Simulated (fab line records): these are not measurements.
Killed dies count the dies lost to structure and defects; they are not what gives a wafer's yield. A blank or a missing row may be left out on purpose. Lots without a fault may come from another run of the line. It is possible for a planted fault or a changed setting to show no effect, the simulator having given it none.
fab line records    flow n5-finfet
record lots=24  wafers=72  last-day=18
route steps=1938 shown BEOL_M15@1817 MIM_TOP@1836 MIM_TOP_LITHO@1850 TV_LITHO@1885
lots untouched by any fault: they come from a run of this same line in which no faults occurred
start-h: the number of hours between the record's first day and the start of the first shown wafer of the lot    wait-h: hours elapsed since this lot's preceding step    " repeats the value in the row above    L1.1+2: one row covering several wafers at once    - no value present, or no start provided    * or withheld: withheld    < > ~ a bound
route shown NAME@n: names a module that has steps shown in the file, with the first one's number in the route    usual: average and standard deviation across the fault-free wafers    same: alike in all rows    chamber/n: place in a boat    sites: each site's reading    _std_site: standard deviation of those values    _edge_site: outer sites' mean less inner sites'    radius-mm: for every site, how far away it sits from the centre of the wafer    mask NAME#n: copy n    behind: tool/chamber where the wafer was last shaped    hold: reason for holding the lot/hours on hold/outcome of the hold    device: the n, p or np transistor that did not switch    end of line: the tests these same wafers got at the end of their route    where a step has no rows: the recipe by itself    killed: dies that structure and defects cost at the first sort, which is not the same as the wafer's yield    map: per-die view of a wafer (x killed, . not killed, _ where there is no die)
set.NAME: the run value of the setting; set.NAME@STEP: its run value at that earlier step    model.NAME: the simulator's own value behind a step, which no gauge read
a sample of lots followed through the steps of the route, with each step as a table and each wafer as a row
services: when a tool's chamber went out of use (start-h, in hours from the record's first day, below 0 if earlier), for how many hours, and the reason
## steps
# step N5_BEOL_M15_DEGAS_41
# recipe ambient=vacuum  temp-c=300  time-s=60
# usual heater-power-w=465/42
lot.wafer  tool            chamber  start-h  wait-h  heater-power-w
L074.3     pvd-sputter-03  -        299.81   0.4     467
L074.4     "               -        "        "       504
L074.5     "               -        "        "       466
L075.3     pvd-sputter-03  -        301.41   0.1     442
L075.4     "               -        "        "       517
L075.6     "               -        "        "       539
L076.1     pvd-sputter-01  -        301.54   0.0     435
L076.2     "               -        "        "       530
L076.5     "               -        "        "       542
L079.1     pvd-sputter-01  -        304.98   0.3     540
L079.3     "               -        "        "       367
L079.5     "               -        "        "       368
L082.1     pvd-sputter-02  -        316.21   0.3     466
L082.4     "               -        "        "       430
L082.5     "               -        "        "       474
L077.1     pvd-sputter-01  -        317.67   0.1     434
L077.3     "               -        "        "       555
L077.6     "               -        "        "       536
L081.1     pvd-sputter-02  -        318.49   0.3     444
L081.3     "               -        "        "       459
L081.6     "               -        "        "       434
L080.1     pvd-sputter-02  -        328.44   0.4     479
L080.4     "               -        "        "       481
L080.5     "               -        "        "       478
L078.1     pvd-sputter-03  -        339.98   0.2     484
L078.4     "               -        "        "       438
L078.5     "               -        "        "       466
L084.2     pvd-sputter-01  -        340.28   0.3     538
L084.5     "               -        "        "       439
L084.6     "               -        "        "       375
L083.3     pvd-sputter-03  -        347.84   0.2     551
L083.5     "               -        "        "       530
L083.6     "               -        "        "       470
L086.2     pvd-sputter-03  -        350.68   0.1     475
L086.3     "               -        "        "       543
L086.6     "               -        "        "       514
L085.2     pvd-sputter-02  -        350.86   0.2     430
L085.3     "               -        "        "       452
L085.5     "               -        "        "       436
L089.1     pvd-sputter-02  -        370.22   0.3     424
L089.3     "               -        "        "       455
L089.5     "               -        "        "       476
L088.1     pvd-sputter-02  -        370.98   0.5     480
L088.2     "               -        "        "       430
L088.3     "               -        "        "       459
L087.3     pvd-sputter-02  -        373.50   0.2     435
L087.4     "               -        "        "       457
L087.5     "               -        "        "       460
L090.1     pvd-sputter-02  -        379.46   0.5     455
L090.2     "               -        "        "       431
L090.6     "               -        "        "       431
L091.1     pvd-sputter-03  -        391.75   0.2     549
L091.4     "               -        "        "       524
L091.5     "               -        "        "       537
L092.2     pvd-sputter-02  -        391.94   0.1     437
L092.4     "               -        "        "       485
L092.6     "               -        "        "       469
L094.1     pvd-sputter-02  -        392.30   0.3     428
L094.2     "               -        "        "       460
L094.4     "               -        "        "       470
L093.2     pvd-sputter-01  -        395.60   0.3     453
L093.3     "               -        "        "       548
L093.6     "               -        "        "       441
L095.4     pvd-sputter-02  -        405.59   0.4     465
L095.5     "               -        "        "       457
L095.6     "               -        "        "       481
L096.1     pvd-sputter-02  -        419.18   0.2     449
L096.3     "               -        "        "       462
L096.5     "               -        "        "       467
L097.2     pvd-sputter-03  -        419.75   0.7     448
L097.3     "               -        "        "       470
L097.6     "               -        "        "       451
# step N5_BEOL_M15_PRE_CLEAN_42
# recipe gas=H2/He  time-s=30  temp-c=300
# usual heater-power-w=465/41
lot.wafer  tool            chamber  start-h  wait-h  heater-power-w
L074.3     pvd-sputter-03  -        299.85   0.0     470
L074.4     "               -        "        "       508
L074.5     "               -        "        "       473
L075.3     pvd-sputter-03  -        301.45   0.0     458
L075.4     "               -        "        "       515
L075.6     "               -        "        "       541
L076.1     pvd-sputter-01  -        301.58   0.0     423
L076.2     "               -        "        "       520
L076.5     "               -        "        "       530
L079.1     pvd-sputter-01  -        305.02   0.0     538
L079.3     "               -        "        "       377
L079.5     "               -        "        "       370
L082.1     pvd-sputter-02  -        316.25   0.0     446
L082.4     "               -        "        "       429
L082.5     "               -        "        "       486
L077.1     pvd-sputter-01  -        317.71   0.0     432
L077.3     "               -        "        "       538
L077.6     "               -        "        "       547
L081.1     pvd-sputter-02  -        318.53   0.0     468
L081.3     "               -        "        "       463
L081.6     "               -        "        "       425
L080.1     pvd-sputter-02  -        328.48   0.0     446
L080.4     "               -        "        "       460
L080.5     "               -        "        "       462
L078.1     pvd-sputter-03  -        340.02   0.0     463
L078.4     "               -        "        "       459
L078.5     "               -        "        "       464
L084.2     pvd-sputter-01  -        340.32   0.0     556
L084.5     "               -        "        "       443
L084.6     "               -        "        "       370
L083.3     pvd-sputter-03  -        347.88   0.0     544
L083.5     "               -        "        "       533
L083.6     "               -        "        "       470
L086.2     pvd-sputter-03  -        350.72   0.0     466
L086.3     "               -        "        "       536
L086.6     "               -        "        "       528
L085.2     pvd-sputter-02  -        350.90   0.0     420
L085.3     "               -        "        "       445
L085.5     "               -        "        "       417
L089.1     pvd-sputter-02  -        370.26   0.0     429
L089.3     "               -        "        "       460
L089.5     "               -        "        "       481
L088.1     pvd-sputter-02  -        371.02   0.0     469
L088.2     "               -        "        "       432
L088.3     "               -        "        "       459
L087.3     pvd-sputter-02  -        373.54   0.0     439
L087.4     "               -        "        "       447
L087.5     "               -        "        "       452
L090.1     pvd-sputter-02  -        379.50   0.0     453
L090.2     "               -        "        "       429
L090.6     "               -        "        "       433
L092.2     pvd-sputter-02  -        391.98   0.0     428
L092.4     "               -        "        "       474
L092.6     "               -        "        "       473
L094.1     pvd-sputter-02  -        392.34   0.0     431
L094.2     "               -        "        "       456
L094.4     "               -        "        "       476
L091.1     pvd-sputter-03  -        392.36   0.6     542
L091.4     "               -        "        "       515
L091.5     "               -        "        "       541
L093.2     pvd-sputter-01  -        395.64   0.0     449
L093.3     "               -        "        "       541
L093.6     "               -        "        "       431
L095.4     pvd-sputter-02  -        405.63   0.0     465
L095.5     "               -        "        "       456
L095.6     "               -        "        "       467
L096.1     pvd-sputter-02  -        419.22   0.0     449
L096.3     "               -        "        "       468
L096.5     "               -        "        "       478
L097.2     pvd-sputter-03  -        419.79   0.0     457
L097.3     "               -        "        "       473
L097.6     "               -        "        "       458
# step N5_BEOL_M15_SPUTTER_43
# recipe material=TaN  target-thk-a=150  temp-c=50  bias-v=168.6  power-w=15000  chamber-pressure-pa=0.12  time-s=24.19
# usual chamber-pressure-pa=0.11998/0.00022  throttle-valve-pct=30.2/1.4
lot.wafer  tool            chamber  start-h  wait-h  chamber-pressure-pa  throttle-valve-pct
L074.3     pvd-sputter-03  -        299.89   0.0     0.11963              27.2
L074.4     "               -        "        "       0.12005              33.3
L074.5     "               -        "        "       0.12018              27.6
L075.3     pvd-sputter-03  -        301.49   0.0     0.12016              30.4
L075.4     "               -        "        "       0.11975              33.5
L075.6     "               -        "        "       0.12001              29.6
L076.1     pvd-sputter-01  -        301.62   0.0     0.11993              29.6
L076.2     "               -        "        "       0.11974              31.1
L076.5     "               -        "        "       0.11961              31.0
L079.1     pvd-sputter-01  -        305.06   0.0     0.11988              31.2
L079.3     "               -        "        "       0.1201               30.8
L079.5     "               -        "        "       0.12024              30.8
L082.1     pvd-sputter-02  -        316.29   0.0     0.1199               29.6
L082.4     "               -        "        "       0.11971              31.2
L082.5     "               -        "        "       0.11992              30.0
L077.1     pvd-sputter-01  -        317.75   0.0     0.12013              29.4
L077.3     "               -        "        "       0.12016              31.2
L077.6     "               -        "        "       0.1202               30.9
L081.1     pvd-sputter-02  -        318.57   0.0     0.12029              30.4
L081.3     "               -        "        "       0.11992              29.5
L081.6     "               -        "        "       0.11996              31.0
L080.1     pvd-sputter-02  -        328.52   0.0     0.12019              29.3
L080.4     "               -        "        "       0.11989              29.7
L080.5     "               -        "        "       0.11996              29.9
L078.1     pvd-sputter-03  -        340.06   0.0     0.11997              27.5
L078.4     "               -        "        "       0.11996              30.0
L078.5     "               -        "        "       0.11975              26.9
L084.2     pvd-sputter-01  -        340.36   0.0     0.12014              30.9
L084.5     "               -        "        "       0.12019              29.1
L084.6     "               -        "        "       0.11993              30.4
L083.3     pvd-sputter-03  -        347.92   0.0     0.11974              29.6
L083.5     "               -        "        "       0.12044              33.7
L083.6     "               -        "        "       0.12004              27.1
L086.2     pvd-sputter-03  -        350.76   0.0     0.12012              27.5
L086.3     "               -        "        "       0.11998              29.3
L086.6     "               -        "        "       0.12013              33.7
L085.2     pvd-sputter-02  -        350.94   0.0     0.11997              31.1
L085.3     "               -        "        "       0.11993              30.6
L085.5     "               -        "        "       0.1197               30.9
L089.1     pvd-sputter-02  -        370.30   0.0     0.11982              31.0
L089.3     "               -        "        "       0.11968              30.6
L089.5     "               -        "        "       0.12031              30.0
L088.1     pvd-sputter-02  -        371.06   0.0     0.12015              29.9
L088.2     "               -        "        "       0.11995              31.0
L088.3     "               -        "        "       0.12018              29.4
L087.3     pvd-sputter-02  -        373.58   0.0     0.12005              31.2
L087.4     "               -        "        "       0.1198               30.6
L087.5     "               -        "        "       0.11933              30.7
L090.1     pvd-sputter-02  -        379.54   0.0     0.1199               30.5
L090.2     "               -        "        "       0.12013              31.0
L090.6     "               -        "        "       0.12013              31.0
L092.2     pvd-sputter-02  -        392.02   0.0     0.12008              30.9
L092.4     "               -        "        "       0.11983              29.9
L092.6     "               -        "        "       0.11966              30.1
L094.1     pvd-sputter-02  -        392.38   0.0     0.11988              31.0
L094.2     "               -        "        "       0.11989              30.6
L094.4     "               -        "        "       0.11999              29.9
L091.1     pvd-sputter-03  -        392.40   0.0     0.11976              29.4
L091.4     "               -        "        "       0.12016              33.7
L091.5     "               -        "        "       0.11978              29.5
L093.2     pvd-sputter-01  -        395.68   0.0     0.12003              29.0
L093.3     "               -        "        "       0.12038              30.8
L093.6     "               -        "        "       0.11991              29.0
L095.4     pvd-sputter-02  -        405.67   0.0     0.12022              29.6
L095.5     "               -        "        "       0.12026              30.7
L095.6     "               -        "        "       0.12002              29.8
L096.1     pvd-sputter-02  -        419.26   0.0     0.12007              30.9
L096.3     "               -        "        "       0.12006              29.9
L096.5     "               -        "        "       0.11976              30.2
L097.2     pvd-sputter-03  -        419.83   0.0     0.12006              30.2
L097.3     "               -        "        "       0.12005              27.1
L097.6     "               -        "        "       0.12008              30.0
# step N5_MIM_TOP_ALD_02
# recipe material=Al2O3  target-thk-a=*  temp-c=withheld  ald-precursor-family=TMA  ald-co-reactant=O3  pulse-time-s=withheld  purge-time-s=3  co-reactant-purge-time-s=withheld  co-reactant-pulse-time-s=3  ald-cycles=withheld
# usual precursor-pulse-height-rel=1.001/0.017
lot.wafer  tool       chamber  start-h  wait-h  precursor-pulse-height-rel
L074.3     ald-hk-03  2        -        -       0.999
L074.4     "          0        "        "       1.021
L074.5     "          3        "        "       1.019
L075.3     ald-hk-03  2        -        -       1.000
L075.4     "          1        "        "       0.996
L075.6     "          1        "        "       1.025
L076.1     ald-hk-02  1        -        -       1.013
L076.2     "          0        "        "       1.015
L076.5     "          3        "        "       0.981
L079.1     ald-hk-03  2        -        -       0.990
L079.3     "          3        "        "       1.000
L079.5     "          2        "        "       0.987
L082.1     ald-hk-03  1        -        -       1.006
L082.4     "          2        "        "       1.007
L082.5     "          3        "        "       1.007
L077.1     ald-hk-01  3        -        -       0.991
L077.3     "          2        "        "       0.983
L077.6     "          2        "        "       1.021
L081.1     ald-hk-02  0        -        -       0.973
L081.3     "          3        "        "       0.986
L081.6     "          2        "        "       1.020
L080.1     ald-hk-03  2        -        -       1.014
L080.4     "          1        "        "       0.981
L080.5     "          1        "        "       0.987
L078.1     ald-hk-02  2        -        -       1.009
L078.4     "          3        "        "       0.988
L078.5     "          0        "        "       1.022
L084.2     ald-hk-03  1        -        -       0.978
L084.5     "          2        "        "       1.017
L084.6     "          3        "        "       0.984
L083.3     ald-hk-03  2        -        -       1.005
L083.5     "          1        "        "       1.009
L083.6     "          0        "        "       1.022
L086.2     ald-hk-02  3        -        -       1.024
L086.3     "          0        "        "       0.982
L086.6     "          0        "        "       1.029
L085.2     ald-hk-03  1        -        -       0.993
L085.3     "          2        "        "       0.989
L085.5     "          3        "        "       0.969
L089.1     ald-hk-03  0        -        -       1.016
L089.3     "          3        "        "       1.032
L089.5     "          3        "        "       0.995
L088.1     ald-hk-01  2        -        -       0.997
L088.2     "          0        "        "       1.002
L088.3     "          3        "        "       1.007
L087.3     ald-hk-01  3        -        -       1.027
L087.4     "          1        "        "       0.995
L087.5     "          0        "        "       1.000
L090.1     ald-hk-02  0        -        -       0.994
L090.2     "          3        "        "       1.005
L090.6     "          2        "        "       1.041
L092.2     ald-hk-02  3        -        -       1.031
L092.4     "          0        "        "       0.954
L092.6     "          2        "        "       1.001
L091.1     ald-hk-02  1        -        -       0.994
L091.4     "          3        "        "       1.007
L091.5     "          2        "        "       0.980
L094.1     ald-hk-01  1        -        -       1.018
L094.2     "          2        "        "       0.972
L094.4     "          0        "        "       0.994
L093.2     ald-hk-02  0        -        -       0.955
L093.3     "          1        "        "       0.987
L093.6     "          2        "        "       0.995
L095.4     ald-hk-01  0        -        -       1.009
L095.5     "          3        "        "       1.029
L095.6     "          0        "        "       0.992
L096.1     ald-hk-01  3        -        -       1.005
L096.3     "          0        "        "       1.014
L096.5     "          1        "        "       1.024
L097.2     ald-hk-03  0        -        -       0.987
L097.3     "          1        "        "       0.989
L097.6     "          3        "        "       1.009
# step N5_MIM_TOP_LITHO_DESCUM_10
# recipe chemistry=O2  time-s=7.9  source-power-w=50  bias-power-w=20  pressure-mtorr=20  rf-frequency-hz=2.712e+07  temp-c=40  o2-flow-sccm=225
# usual drypump-motor-current-A=5.6/0.4  oes-product-au=0.81/0.073  rf-vpp-V=242.8/1.4  showerhead-plenum-p-Torr=2.08/0.079  throttle-valve-pct=20.44/0.23
lot.wafer  tool         chamber  start-h  wait-h  drypump-motor-current-A  oes-product-au  rf-hours-counter-h  rf-vpp-V  showerhead-plenum-p-Torr  throttle-valve-pct
L074.3     rie-diel-06  2        305.74   0.0     4.9                      0.84            88                  241.8     2.11                      20.64
L074.4     "            1        "        "       5.7                      0.94            5                   243.3     2.05                      20.27
L074.5     "            1        "        "       5.7                      0.94            -                   242.3     2.05                      20.25
L075.3     rie-diel-03  2        308.69   0.0     5.8                      0.91            25                  244.9     2.24                      20.56
L075.4     "            1        "        "       5.8                      0.86            58                  242.7     2.14                      20.16
L075.6     "            1        "        "       5.8                      0.86            -                   245.5     2.15                      20.14
L076.1     rie-diel-06  2        308.95   0.0     4.9                      0.85            89                  243.0     2.11                      20.64
L076.2     "            3        "        "       6.0                      0.92            18                  240.9     2.08                      20.57
L076.5     "            2        "        "       4.9                      0.84            -                   242.6     2.11                      20.65
L079.1     rie-diel-03  1        310.73   0.0     5.8                      0.84            59                  242.9     2.15                      20.14
L079.3     "            2        "        "       5.8                      0.90            26                  244.7     2.24                      20.56
L079.5     "            0        "        "       5.2                      0.68            -                   240.7     1.97                      20.39
L082.1     rie-diel-03  3        320.67   0.0     5.8                      0.75            145                 243.4     2.11                      20.73
L082.4     "            1        "        "       5.9                      0.84            64                  243.2     2.14                      20.14
L082.5     "            3        "        "       5.8                      0.76            -                   242.5     2.11                      20.72
L077.1     rie-diel-03  3        324.06   0.0     5.8                      0.74            147                 243.7     2.11                      20.72
L077.3     "            2        "        "       5.8                      0.88            32                  246.1     2.24                      20.55
L077.6     "            3        "        "       5.8                      0.75            -                   243.1     2.11                      20.73
L081.1     rie-diel-03  0        324.22   0.0     5.2                      0.67            237                 241.7     1.97                      20.39
L081.3     "            2        "        "       5.8                      0.89            32                  246.2     2.24                      20.57
L081.6     "            3        "        "       5.8                      0.75            -                   242.9     2.11                      20.73
L080.1     rie-diel-03  2        334.28   0.0     5.9                      0.89            35                  245.5     2.24                      20.56
L080.4     "            1        "        "       5.9                      0.83            68                  244.1     2.14                      20.16
L080.5     "            3        "        "       5.8                      0.75            -                   242.5     2.11                      20.73
L078.1     rie-diel-03  2        344.72   0.0     5.8                      0.88            39                  245.7     2.24                      20.57
L078.4     "            0        "        "       5.2                      0.66            244                 242.2     1.96                      20.40
L078.5     "            3        "        "       5.8                      0.75            -                   242.9     2.11                      20.73
L084.2     rie-diel-03  0        344.91   0.0     5.2                      0.67            244                 240.3     1.96                      20.41
L084.5     "            1        "        "       5.9                      0.84            -                   243.4     2.14                      20.16
L084.6     "            2        "        "       5.8                      0.88            -                   242.5     2.24                      20.57
L083.3     rie-diel-01  1        351.90   0.0     6.3                      0.84            60                  242.4     2.04                      20.41
L083.5     "            0        "        "       4.9                      0.87            -                   242.2     2.04                      20.57
L083.6     "            1        "        "       6.3                      0.83            -                   243.1     2.04                      20.41
L086.2     rie-diel-01  2        357.34   0.0     5.8                      0.81            91                  241.5     2.05                      20.73
L086.3     "            0        "        "       4.9                      0.86            34                  241.1     2.04                      20.57
L086.6     "            1        "        "       6.3                      0.84            -                   241.8     2.04                      20.41
L085.2     rie-diel-06  1        357.38   0.0     5.7                      0.89            24                  244.1     2.04                      20.31
L085.3     "            3        "        "       6.0                      0.88            38                  243.3     2.07                      20.58
L085.5     "            2        "        "       4.9                      0.82            -                   242.9     2.10                      20.67
L089.1     rie-diel-06  0        376.86   0.1     5.7                      0.72            191                 240.2     1.97                      20.11
L089.3     "            2        "        "       4.9                      0.81            118                 243.3     2.10                      20.69
L089.5     "            2        "        "       4.9                      0.82            -                   243.8     2.10                      20.69
L088.1     rie-diel-06  0        378.95   0.4     5.7                      0.72            192                 242.0     1.97                      20.12
L088.2     "            1        "        "       5.8                      0.87            34                  243.1     2.04                      20.33
L088.3     "            2        "        "       4.9                      0.81            118                 242.6     2.10                      20.68
L087.3     rie-diel-06  3        382.83   0.6     6.0                      0.86            48                  242.1     2.07                      20.60
L087.4     "            1        "        "       5.7                      0.87            36                  241.0     2.04                      20.31
L087.5     "            1        "        "       5.8                      0.87            -                   242.5     2.04                      20.32
L090.1     rie-diel-06  2        384.52   0.1     4.9                      0.81            121                 243.6     2.10                      20.69
L090.2     "            3        "        "       6.0                      0.86            49                  243.0     2.07                      20.61
L090.6     "            0        "        "       5.7                      0.71            -                   241.7     1.97                      20.09
L092.2     rie-diel-06  0        399.18   0.1     5.8                      0.72            200                 241.4     1.97                      20.13
L092.4     "            1        "        "       5.8                      0.85            41                  241.9     2.03                      20.33
L092.6     "            2        "        "       4.9                      0.80            -                   242.5     2.10                      20.70
L091.1     rie-diel-03  0        399.30   0.0     5.2                      0.93            11                  244.4     2.22                      20.01
L091.4     "            2        "        "       5.8                      0.85            62                  244.6     2.23                      20.60
L091.5     "            0        "        "       5.2                      0.93            -                   244.3     2.22                      20.01
L094.1     rie-diel-06  2        399.34   0.0     4.9                      0.81            125                 242.7     2.10                      20.71
L094.2     "            3        "        "       6.0                      0.86            54                  242.5     2.06                      20.62
L094.4     "            0        "        "       5.7                      0.73            200                 240.4     1.97                      20.13
L093.2     rie-diel-01  2        402.71   0.2     5.8                      0.80            103                 241.8     2.04                      20.76
L093.3     "            3        "        "       6.1                      0.76            148                 241.9     2.01                      20.16
L093.6     "            0        "        "       4.9                      0.85            -                   240.7     2.04                      20.58
L095.4     rie-diel-03  3        411.19   0.0     5.8                      0.72            182                 242.2     2.10                      20.78
L095.5     "            2        "        "       5.8                      0.84            -                   246.6     2.23                      20.61
L095.6     "            1        "        "       5.9                      0.80            -                   241.3     2.13                      20.19
L096.1     rie-diel-01  2        423.72   0.0     5.8                      0.79            113                 242.2     2.04                      20.77
L096.3     "            3        "        "       6.1                      0.76            157                 241.7     2.01                      20.19
L096.5     "            1        "        "       6.3                      0.82            -                   242.7     2.04                      20.44
L097.2     rie-diel-03  1        425.89   0.0     5.9                      0.79            106                 244.8     2.13                      20.22
L097.3     "            3        "        "       5.8                      0.71            186                 244.2     2.10                      20.78
L097.6     "            2        "        "       5.9                      0.84            -                   246.2     2.22                      20.60
# step N5_PASSIVATION_INSPECT_61
# recipe mode=adi  inspect-instrument=macro
# usual raw-defect-count=2.0/1.3
lot.wafer  tool               chamber  start-h  wait-h  raw-defect-count
L074.3     defect-inspect-02  -        308.06   0.0     1
L074.4     "                  -        "        "       1
L074.5     "                  -        "        "       2
L076.1     defect-inspect-02  -        312.11   0.0     1
L076.2     "                  -        "        "       2
L076.5     "                  -        "        "       2
L075.3     defect-inspect-01  -        312.27   0.0     2
L075.4     "                  -        "        "       4
L075.6     "                  -        "        "       2
L079.1     defect-inspect-01  -        313.11   0.0     0
L079.3     "                  -        "        "       1
L079.5     "                  -        "        "       4
L082.1     defect-inspect-01  -        322.87   0.0     2
L082.4     "                  -        "        "       4
L082.5     "                  -        "        "       1
L077.1     defect-inspect-02  -        326.35   0.0     0
L077.3     "                  -        "        "       3
L077.6     "                  -        "        "       3
L081.1     defect-inspect-02  -        326.66   0.0     2
L081.3     "                  -        "        "       4
L081.6     "                  -        "        "       2
L080.1     defect-inspect-02  -        339.14   0.0     2
L080.4     "                  -        "        "       4
L080.5     "                  -        "        "       3
L078.1     defect-inspect-02  -        347.15   0.0     2
L078.4     "                  -        "        "       4
L078.5     "                  -        "        "       5
L084.2     defect-inspect-01  -        347.31   0.0     1
L084.5     "                  -        "        "       1
L084.6     "                  -        "        "       3
L083.3     defect-inspect-01  -        355.74   0.0     5
L083.5     "                  -        "        "       0
L083.6     "                  -        "        "       1
L085.2     defect-inspect-01  -        359.66   0.0     2
L085.3     "                  -        "        "       2
L085.5     "                  -        "        "       3
L086.2     defect-inspect-02  -        362.55   0.0     1
L086.3     "                  -        "        "       1
L086.6     "                  -        "        "       2
L089.1     defect-inspect-01  -        382.26   0.0     0
L089.3     "                  -        "        "       3
L089.5     "                  -        "        "       1
L088.1     defect-inspect-02  -        382.68   0.0     1
L088.2     "                  -        "        "       0
L088.3     "                  -        "        "       3
L087.3     defect-inspect-01  -        388.64   0.0     0
L087.4     "                  -        "        "       4
L087.5     "                  -        "        "       2
L090.1     defect-inspect-02  -        389.49   0.0     1
L090.2     "                  -        "        "       5
L090.6     "                  -        "        "       2
L092.2     defect-inspect-02  -        401.42   0.0     3
L092.4     "                  -        "        "       1
L092.6     "                  -        "        "       4
L094.1     defect-inspect-02  -        401.75   0.0     0
L094.2     "                  -        "        "       3
L094.4     "                  -        "        "       2
L091.1     defect-inspect-02  -        401.94   0.0     3
L091.4     "                  -        "        "       4
L091.5     "                  -        "        "       2
L093.2     defect-inspect-02  -        404.88   0.0     2
L093.3     "                  -        "        "       0
L093.6     "                  -        "        "       1
L095.4     defect-inspect-01  -        414.42   0.0     1
L095.5     "                  -        "        "       3
L095.6     "                  -        "        "       3
L096.1     defect-inspect-02  -        427.53   0.0     4
L096.3     "                  -        "        "       3
L096.5     "                  -        "        "       3
L097.2     defect-inspect-01  -        428.90   0.0     2
L097.3     "                  -        "        "       2
L097.6     "                  -        "        "       2
## services
tool            chamber  start-h  hours  kind
rie-diel-06     1        282.21   -      clean
rie-diel-06     1        282.21   -      consumable-replace:focus-ring
rie-diel-06     1        282.21   13.8   scheduled-down
rie-diel-06     1        282.21   13.8   vent-cycle
ald-hk-01       -        290.04   28.1   pm
rie-diel-01     2        306.55   1.8    repair
ald-hk-02       -        307.72   1.0    repair
rie-diel-01     -        317.64   2.8    pm
pvd-sputter-01  -        352.83   2.6    repair
rie-diel-03     0        361.23   -      clean
rie-diel-03     0        361.23   -      consumable-replace:focus-ring
rie-diel-03     0        361.23   -      consumable-replace:showerhead
rie-diel-03     0        361.23   14.1   scheduled-down
rie-diel-03     0        361.23   14.1   vent-cycle
ald-hk-03       -        391.68   8.7    pm
ald-hk-03       -        410.58   1.0    repair
pvd-sputter-01  -        414.53   1.3    repair
## key
fault none
